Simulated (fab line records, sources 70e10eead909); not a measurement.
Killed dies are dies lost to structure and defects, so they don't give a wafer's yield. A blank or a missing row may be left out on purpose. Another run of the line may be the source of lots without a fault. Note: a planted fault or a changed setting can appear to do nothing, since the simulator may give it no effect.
Which of the tools did it? / flow nand_harc / 12 lots with 36 wafers sampled at 6 steps, on a route of 1159 steps

WHAT THE GAUGES READ, wafer by wafer
NHARC_A_BONDPAD_THK_MEAS_30: measures by ellipsometry.
lot=L838; measured=day 18 00:56; on=film_metro-01; thk_nm (nm)=201.0 200.3 201.2
lot=L843; measured=day 18 11:59; on=film_metro-01; thk_nm (nm)=200.4 201.1 200.6
lot=L846; measured=day 19 22:32; on=film_metro-01; thk_nm (nm)=198.5 199.6 199.3
lot=L849; measured=day 20 20:10; on=film_metro-01; thk_nm (nm)=197.6 201.9 198.5
lot=L852; measured=day 20 23:08; on=film_metro-02; thk_nm (nm)=204.4 198.5 203.4
lot=L851; measured=day 20 23:28; on=film_metro-01; thk_nm (nm)=202.9 201.9 200.2
lot=L854; measured=day 22 08:53; on=film_metro-02; thk_nm (nm)=200.2 200.8 199.5
lot=L857; measured=day 22 09:38; on=film_metro-02; thk_nm (nm)=200.8 201.8 200.3
lot=L856; measured=day 22 10:01; on=film_metro-01; thk_nm (nm)=199.3 200.1 201.6
lot=L858; measured=day 23 12:00; on=film_metro-02; thk_nm (nm)=199.2 199.1 201.6
lot=L860; measured=day 23 22:33; on=film_metro-01; thk_nm (nm)=197.3 199.3 197.0
lot=L859; measured=day 23 23:10; on=film_metro-02; thk_nm (nm)=202.8 202.1 201.5

NHARC_A_BONDPAD_THK_MEAS_20: measures by xrf.
lot=L838; measured=day 18 04:04; on=film_metro-01; thk_nm (nm)=169.1 170.4 168.8
lot=L843; measured=day 18 15:07; on=film_metro-01; thk_nm (nm)=168.7 169.3 169.2
lot=L846; measured=day 20 02:10; on=film_metro-02; thk_nm (nm)=169.8 166.8 170.5
lot=L849; measured=day 20 23:17; on=film_metro-02; thk_nm (nm)=30.7 28.7 28.6
lot=L852; measured=day 21 02:17; on=film_metro-01; thk_nm (nm)=30.1 31.6 30.7
lot=L851; measured=day 21 02:40; on=film_metro-01; thk_nm (nm)=166.2 170.0 167.1
lot=L854; measured=day 22 12:01; on=film_metro-02; thk_nm (nm)=170.7 172.2 171.1
lot=L857; measured=day 22 12:45; on=film_metro-01; thk_nm (nm)=171.1 171.3 171.0
lot=L856; measured=day 22 13:13; on=film_metro-02; thk_nm (nm)=171.5 167.2 169.0
lot=L858; measured=day 23 15:08; on=film_metro-02; thk_nm (nm)=169.9 169.1 170.6
lot=L860; measured=day 24 01:41; on=film_metro-01; thk_nm (nm)=167.3 169.9 167.9
lot=L859; measured=day 24 02:20; on=film_metro-02; thk_nm (nm)=171.4 169.6 169.9

NHARC_HYBRID_BOND_OVL_MEAS_05.
lot=L838; measured=day 18 18:38; on=overlay-02; overlay_x_nm (nm)=-66 2 -39; overlay_y_nm (nm)=-16 15 8
lot=L843; measured=day 19 02:43; on=overlay-01; overlay_x_nm (nm)=-57 -50 -48; overlay_y_nm (nm)=53 36 80
lot=L846; measured=day 20 11:08; on=overlay-01; overlay_x_nm (nm)=-22 -48 24; overlay_y_nm (nm)=7 13 18
lot=L851; measured=day 21 13:40; on=overlay-01; overlay_x_nm (nm)=48 -33 37; overlay_y_nm (nm)=10 49 9
lot=L854; measured=day 23 01:05; on=overlay-02; overlay_x_nm (nm)=-63 -12 9; overlay_y_nm (nm)=-11 3 16
lot=L857; measured=day 23 01:06; on=overlay-01; overlay_x_nm (nm)=-16 -10 4; overlay_y_nm (nm)=2 -57 -18
lot=L856; measured=day 23 01:07; on=overlay-02; overlay_x_nm (nm)=-46 -70 -33; overlay_y_nm (nm)=61 -12 41
lot=L858; measured=day 24 01:04; on=overlay-02; overlay_x_nm (nm)=-57 -25 52; overlay_y_nm (nm)=25 28 -46
lot=L860; measured=day 24 12:13; on=overlay-02; overlay_x_nm (nm)=11 1 -27; overlay_y_nm (nm)=16 37 30
lot=L859; measured=day 24 12:12; on=overlay-01; overlay_x_nm (nm)=-63 37 -4; overlay_y_nm (nm)=17 -7 -11

NHARC_END_SORT_01.
lot=L849; measured=day 22 05:23; on=prober-01; defect_limited_yield (%)=0 0 0; killed_at_array=676 677 674; killed_at_other=0 0 0; killed_at_periphery=1 0 3; killed_dies=677 677 677; killed_open=3 1 2; killed_short=1 0 3; sort_bin_2_pct (%)=96.0 96.2 95.3; sort_bin_3_pct (%)=0.30 0.30 0.74; sort_bin_4_pct (%)=3.7 3.5 4.0; sort_n_pass=0 0 0; sort_rim_yield_pct (%)=0 0 0; sort_yield_pct (%)=0 0 0
lot=L852; measured=day 22 04:52; on=prober-02; defect_limited_yield (%)=0 0 0; killed_at_array=674 674 674; killed_at_other=1 1 1; killed_at_periphery=2 2 2; killed_dies=677 677 677; killed_open=5 1 5; killed_short=2 3 3; sort_bin_2_pct (%)=97.3 96.9 97.2; sort_bin_3_pct (%)=0 0.15 0.15; sort_bin_4_pct (%)=2.7 3.0 2.7; sort_n_pass=0 0 0; sort_rim_yield_pct (%)=0 0 0; sort_yield_pct (%)=0 0 0
lot=L854; measured=day 23 21:09; on=prober-01; defect_limited_yield (%)=92.8 92.9; killed_at_array=46 41; killed_at_other=0 0; killed_at_periphery=3 7; killed_dies=49 48; killed_open=2 4; killed_short=1 0; sort_bin_2_pct (%)=2.8 2.2; sort_bin_3_pct (%)=0 0.30; sort_bin_4_pct (%)=4.4 4.6; sort_n_pass=628 629; sort_rim_yield_pct (%)=95.3 96.2; sort_yield_pct (%)=92.8 92.9

TOOL THAT RAN EACH LOT (tool first, then ch and the chambers of the sampled wafers, then the start)
lot=L838; NHARC_A_M1_DEP_33=pecvd-04 ch 0,1, day 17 23:43; NHARC_A_BONDPAD_ECD_18=ecd_cu-01 ch 0,1, day 18 03:02
lot=L843; NHARC_A_M1_DEP_33=pecvd-04 ch 0,1,2, day 18 10:50; NHARC_A_BONDPAD_ECD_18=ecd_cu-02 ch 0,1, day 18 14:05
lot=L846; NHARC_A_M1_DEP_33=pecvd-01 ch 0,2, day 19 21:10; NHARC_A_BONDPAD_ECD_18=ecd_cu-02 ch 0,1, day 20 00:44
lot=L849; NHARC_A_M1_DEP_33=pecvd-04 ch 0,1,2, day 20 18:56; NHARC_A_BONDPAD_ECD_18=ecd_cu-02 ch 0, day 20 22:14
lot=L852; NHARC_A_M1_DEP_33=pecvd-04 ch 0,1,2, day 20 21:55; NHARC_A_BONDPAD_ECD_18=ecd_cu-02 ch 0,1, day 21 01:23
lot=L851; NHARC_A_M1_DEP_33=pecvd-04 ch 1,2, day 20 22:16; NHARC_A_BONDPAD_ECD_18=ecd_cu-01 ch 1, day 21 01:38
lot=L854; NHARC_A_M1_DEP_33=pecvd-01 ch 0,1, day 22 07:40; NHARC_A_BONDPAD_ECD_18=ecd_cu-01 ch 0,1, day 22 10:59
lot=L857; NHARC_A_M1_DEP_33=pecvd-03 ch 0,1,2, day 22 08:33; NHARC_A_BONDPAD_ECD_18=ecd_cu-02 ch 0,1, day 22 11:49
lot=L856; NHARC_A_M1_DEP_33=pecvd-01 ch 0,2, day 22 08:44; NHARC_A_BONDPAD_ECD_18=ecd_cu-01 ch 0,1, day 22 12:08
lot=L858; NHARC_A_M1_DEP_33=pecvd-04 ch 0,1, day 23 10:50; NHARC_A_BONDPAD_ECD_18=ecd_cu-01 ch 0,1, day 23 14:11
lot=L860; NHARC_A_M1_DEP_33=pecvd-01 ch 0,1, day 23 21:25; NHARC_A_BONDPAD_ECD_18=ecd_cu-02 ch 0,1, day 24 00:48
lot=L859; NHARC_A_M1_DEP_33=pecvd-01 ch 0,1, day 23 21:43; NHARC_A_BONDPAD_ECD_18=ecd_cu-01 ch 0,1, day 24 01:17
- NHARC_A_M1_DEP_33: deposits SiCN, target thk 30 nm.
- NHARC_A_BONDPAD_ECD_18: material Cu, target thk 400 nm.

WHAT THE TOOLS THEMSELVES READ (means of the sampled wafers that have a number; where no wafer has one, the mark that the record gives instead)
NHARC_A_M1_DEP_33.
lot=L838; tool=pecvd-04; heater_power_w (W)=617
lot=L843; tool=pecvd-04; heater_power_w (W)=605
lot=L846; tool=pecvd-01; heater_power_w (W)=576
lot=L849; tool=pecvd-04; heater_power_w (W)=598
lot=L852; tool=pecvd-04; heater_power_w (W)=599
lot=L851; tool=pecvd-04; heater_power_w (W)=530
lot=L854; tool=pecvd-01; heater_power_w (W)=579
lot=L857; tool=pecvd-03; heater_power_w (W)=548
lot=L856; tool=pecvd-01; heater_power_w (W)=599
lot=L858; tool=pecvd-04; heater_power_w (W)=669
lot=L860; tool=pecvd-01; heater_power_w (W)=550
lot=L859; tool=pecvd-01; heater_power_w (W)=623

NHARC_A_BONDPAD_ECD_18.
lot=L838; tool=ecd_cu-01; bath_heat_duty_pct (%)=5.4; bath_temp_c (C)=24.99
lot=L843; tool=ecd_cu-02; bath_heat_duty_pct (%)=6.1; bath_temp_c (C)=24.95
lot=L846; tool=ecd_cu-02; bath_heat_duty_pct (%)=6.3; bath_temp_c (C)=24.98
lot=L849; tool=ecd_cu-02; bath_heat_duty_pct (%)=-; bath_temp_c (C)=-
lot=L852; tool=ecd_cu-02; bath_heat_duty_pct (%)=-; bath_temp_c (C)=-
lot=L851; tool=ecd_cu-01; bath_heat_duty_pct (%)=6.2; bath_temp_c (C)=25.00
lot=L854; tool=ecd_cu-01; bath_heat_duty_pct (%)=5.9; bath_temp_c (C)=25.05
lot=L857; tool=ecd_cu-02; bath_heat_duty_pct (%)=5.3; bath_temp_c (C)=24.91
lot=L856; tool=ecd_cu-01; bath_heat_duty_pct (%)=5.7; bath_temp_c (C)=25.12
lot=L858; tool=ecd_cu-01; bath_heat_duty_pct (%)=5.9; bath_temp_c (C)=25.10
lot=L860; tool=ecd_cu-02; bath_heat_duty_pct (%)=5.7; bath_temp_c (C)=25.05
lot=L859; tool=ecd_cu-01; bath_heat_duty_pct (%)=5.9; bath_temp_c (C)=24.88

THE ANSWER, worked out from the rows above alone
Rule: the lots themselves supply what counts as usual. The widest of any qualifying gaps counts: lots, ordered by their means at a reading, are off when they make up no more than a third of the lots, leave a main group of 4 or more, and stand apart from it by 3 or more times the standard deviation of that group's means. A main group whose means are all the same, to the digits that the tables above print for the reading, isn't used. A lot without any number at a reading at which 4 lots or more have one is off too. Where the step has rows for the other lots, those lots are counted as sound. The gauges are gone through in route order, then the tools' own readings, and for those a lot's mean is taken as printed above. At the first step where some lot is off, the reading lying furthest off is the one used; lots without a number count as furthest.
Off: L849, L852 (NHARC_A_BONDPAD_THK_MEAS_20, thk_nm). The main group has a mean of 169.6 nm with a standard deviation of 1.1.
A tool fits if, at a process step before that reading, it ran every lot that is off, and no sound lot after the first of them. The gauges at NHARC_A_BONDPAD_THK_MEAS_20 aren't tried: what is off there is off at NHARC_A_BONDPAD_ECD_18 too, on other tools, and a gauge's error can't cause that. None of those tried fits.

WHAT THE SIMULATOR PUT IN
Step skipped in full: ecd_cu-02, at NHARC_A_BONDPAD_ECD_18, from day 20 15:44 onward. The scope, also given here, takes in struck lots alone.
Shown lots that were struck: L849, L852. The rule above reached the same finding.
